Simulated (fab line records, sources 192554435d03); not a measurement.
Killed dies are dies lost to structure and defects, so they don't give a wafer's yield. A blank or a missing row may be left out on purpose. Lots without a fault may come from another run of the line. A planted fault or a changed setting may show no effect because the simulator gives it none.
Chamber matching | flow n5_finfet | N5_BEOL_M0_SAQP_CUT_ETCH_46 on rie_diel-03: 4 sister chambers
The step etches SOC in N2/H2, target depth 135 nm, overetch 27 nm, time 202.5 s. 4 wafers are shown with their chamber, then 9 later ones without.

WAFERS WITH THEIR CHAMBER
wafer  | chamber | drypump_motor_current_A (A)
L085.6 | 2       | 6.1
L093.2 | 0       | 4.9
L093.3 | 1       | 6.1
L093.4 | 3       | 6.3

WAFERS WITHOUT THEIR CHAMBER
wafer  | drypump_motor_current_A (A)
L094.3 | 6.0
L094.5 | 6.3
L094.6 | 4.9
L095.2 | 6.1
L095.5 | 4.9
L095.6 | 6.3
L096.1 | 4.9
L096.2 | 6.3
L096.5 | 6.3

WHICH CHAMBER EACH WENT THROUGH
wafer  | from the rows above     | in truth
L094.3 | can't be placed: 1 or 2 | 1
L094.5 | 3                       | 3
L094.6 | 0                       | 0
L095.2 | can't be placed: 1 or 2 | 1
L095.5 | 0                       | 0
L095.6 | 3                       | 3
L096.1 | 0                       | 0
L096.2 | 3                       | 3
L096.5 | 3                       | 3
Placed correctly: 7 of 9. Can't be placed from these rows: 2 (the true chamber is among the candidates in 2). Placed wrongly: 0.
How it was worked out, from the rows above alone: a wafer's distance from a chamber is the root of the sum, over the readings, of the square of ((its reading less the chamber's mean) divided by the reading's scatter). The wafer belongs to the nearest chamber; if the next one is less than 2 further off, it can't be placed. A chamber's mean is the mean of its shown wafers. The scatter: with one shown wafer a chamber, the root of the mean of the squares of how far each hidden wafer lies from its nearest shown one.
